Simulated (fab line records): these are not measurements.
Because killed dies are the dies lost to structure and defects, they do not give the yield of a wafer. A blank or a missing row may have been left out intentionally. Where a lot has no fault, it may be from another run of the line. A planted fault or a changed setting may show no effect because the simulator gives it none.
Which tool was responsible? + flow n5 finfet + 11 lots, 32 wafers sampled, at 3 steps of a route of 1938

## WHAT THE GAUGES READ, wafer by wafer
N5_BEOL_M7_RS_MEAS_57: measurement is done with a four-point probe. Usual: for M7_RS the level is 0.290 ohm/sq and the standard deviation is 0.0094.
| lot  | measured     | on            | M7_RS (ohm/sq)    | flag |
|------|--------------|---------------|-------------------|------|
| L433 | day 9 06:26  | film metro-01 | 0.282 0.280       |      |
| L434 | day 9 11:01  | film metro-02 | 0.281 0.305 0.304 |      |
| L437 | day 10 02:52 | film metro-01 | 0.285 0.299 0.302 |      |
| L440 | day 10 19:39 | film metro-01 | 0.286 0.306 0.280 |      |
| L442 | day 11 13:17 | film metro-01 | 0.274 0.275 0.286 |      |
| L444 | day 11 23:04 | film metro-01 | 0.272 0.268 0.290 |      |
| L446 | day 12 21:37 | film metro-02 | 0.275 0.289 0.292 |      |
| L447 | day 13 06:13 | film metro-01 | 0.300 0.299 0.285 |      |
| L448 | day 13 08:49 | film metro-02 | 0.297 0.296 0.289 |      |
| L454 | day 14 13:08 | film metro-02 | 0.292 0.283 0.285 |      |
| L456 | day 15 13:47 | film metro-01 | 0.294 0.280 0.295 |      |

## EACH LOT AND THE TOOL THAT RAN IT (in order: tool; ch and the chambers of the sampled wafers; start)
| lot  | N5_BEOL_M7_STRIP_80                           | N5_BEOL_M7_SPUTTER_48        |
|------|-----------------------------------------------|------------------------------|
| L433 | rie diel-01 ch 0, day 9 05:31 or earlier      | pvd sputter-01, day 9 05:31  |
| L434 | rie diel-03 ch 1,2,3, day 9 10:05 or earlier  | pvd sputter-01, day 9 10:05  |
| L437 | rie diel-03 ch 1,3, day 10 01:55 or earlier   | pvd sputter-03, day 10 01:55 |
| L440 | rie diel-03 ch 0,2, day 10 18:31 or earlier   | pvd sputter-01, day 10 18:31 |
| L442 | rie diel-04 ch 0,1, day 11 12:22 or earlier   | pvd sputter-01, day 11 12:22 |
| L444 | rie diel-01 ch 2,3, day 11 21:58 or earlier   | pvd sputter-03, day 11 21:58 |
| L446 | rie diel-04 ch 0,1,2, day 12 20:37 or earlier | pvd sputter-01, day 12 20:37 |
| L447 | rie diel-01 ch 1,2,3, day 13 05:17 or earlier | pvd sputter-03, day 13 05:17 |
| L448 | rie diel-03 ch 0,3, day 13 07:50 or earlier   | pvd sputter-01, day 13 07:50 |
| L454 | rie diel-03 ch 1,2, day 14 12:05 or earlier   | pvd sputter-03, day 14 12:05 |
| L456 | rie diel-01 ch 0,2,3, day 15 12:51 or earlier | pvd sputter-01, day 15 12:51 |
- N5_BEOL_M7_STRIP_80: strips in N2/H2, time 10 s.
- N5_BEOL_M7_SPUTTER_48: material Cu, target thk 10 nm, time 1.667 s.

## WHAT THE TOOLS THEMSELVES READ (means of the sampled wafers that have a number; where no wafer has one, the mark that the record gives instead)
N5_BEOL_M7_STRIP_80. Usual: drypump motor current A 5.7 A, standard deviation 0.58; oes product au 0.80 a.u., standard deviation 0.085; rf vpp V 59.1 V, standard deviation 0.87; showerhead plenum p Torr 2.54 Torr, standard deviation 0.074; throttle valve pct 23.51 %, standard deviation 0.27.
| lot  | tool        | drypump motor current A (A) | oes product au (a.u.) | rf vpp V (V) | showerhead plenum p Torr (Torr) | throttle valve pct (%) | flag |
|------|-------------|-----------------------------|-----------------------|--------------|---------------------------------|------------------------|------|
| L433 | rie diel-01 | 4.7                         | 0.89                  | 59.5         | 2.57                            | 23.34                  |      |
| L434 | rie diel-03 | 5.7                         | 0.71                  | 58.7         | 2.51                            | 23.53                  |      |
| L437 | rie diel-03 | 5.9                         | 0.72                  | 59.2         | 2.58                            | 23.37                  |      |
| L440 | rie diel-03 | 5.2                         | 0.78                  | 59.3         | 2.51                            | 23.42                  |      |
| L442 | rie diel-04 | 6.0                         | 0.88                  | 58.8         | 2.59                            | 23.85                  |      |
| L444 | rie diel-01 | 6.2                         | 0.89                  | 58.4         | 2.49                            | 23.38                  |      |
| L446 | rie diel-04 | 6.0                         | 0.84                  | 59.2         | 2.58                            | 23.94                  |      |
| L447 | rie diel-01 | 5.9                         | 0.81                  | 59.1         | 2.48                            | 23.61                  |      |
| L448 | rie diel-03 | 5.9                         | 0.74                  | 58.7         | 2.59                            | 23.31                  |      |
| L454 | rie diel-03 | 5.4                         | 0.87                  | 58.8         | 2.64                            | 23.35                  |      |
| L456 | rie diel-01 | 5.7                         | 0.84                  | 58.9         | 2.50                            | 23.44                  |      |

N5_BEOL_M7_SPUTTER_48. Usual: cathode dc power W 26000 W, standard deviation 4.3; throttle valve pct 30.2 %, standard deviation 1.1.
| lot  | tool           | cathode dc power W (W) | throttle valve pct (%) | flag |
|------|----------------|------------------------|------------------------|------|
| L433 | pvd sputter-01 | 26006                  | 30.3                   |      |
| L434 | pvd sputter-01 | 25998                  | 31.1                   |      |
| L437 | pvd sputter-03 | 25997                  | 30.2                   |      |
| L440 | pvd sputter-01 | 26002                  | 29.3                   |      |
| L442 | pvd sputter-01 | 25998                  | 30.7                   |      |
| L444 | pvd sputter-03 | 26003                  | 29.8                   |      |
| L446 | pvd sputter-01 | 26000                  | 29.4                   |      |
| L447 | pvd sputter-03 | 25000                  | 30.2                   | OFF  |
| L448 | pvd sputter-01 | 26004                  | 30.8                   |      |
| L454 | pvd sputter-03 | 25004                  | 30.4                   | OFF  |
| L456 | pvd sputter-01 | 25997                  | 30.2                   |      |

## THE ANSWER, worked out from the rows above alone
Rule: a lot is off if the mean of its wafers that have a number lies more than 3 standard deviations from the usual mean. Also off: a lot with no number at a reading for which 4 or more lots have one. Where the step has rows for the other lots, those lots are counted as sound. The gauges are gone through in route order, then the tools' own readings, and for those a lot's mean is taken as printed above. At the first step where some lot is off, the reading lying furthest off is the one used; lots without a number count as furthest.
Off: L447, L454, at N5_BEOL_M7_SPUTTER_48 (cathode dc power W).
A tool fits if, at that step or a process step before it, it ran every lot that is off, and no sound lot after the first of them. N5_BEOL_M7_STRIP_80 gives no start for some lots, so the hours and the order of its lots are those of N5_BEOL_M7_SPUTTER_48. One fits: N5_BEOL_M7_SPUTTER_48 on pvd sputter-03. A fault onset in the window from L444 (day 11 21:58, its last sound lot) to L447 (day 13 05:17, its first lot off) fits.
The tool's own readings at N5_BEOL_M7_SPUTTER_48 bear it out: on the lots that are off they differ by more than 5 times the standard deviation of the sound lots' means. cathode dc power W reads 25002 W there against 26001 W on the sound lots.

## WHAT THE SIMULATOR PUT IN
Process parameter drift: pvd sputter-03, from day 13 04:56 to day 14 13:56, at N5_BEOL_M7_SPUTTER_48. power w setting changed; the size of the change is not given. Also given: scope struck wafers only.
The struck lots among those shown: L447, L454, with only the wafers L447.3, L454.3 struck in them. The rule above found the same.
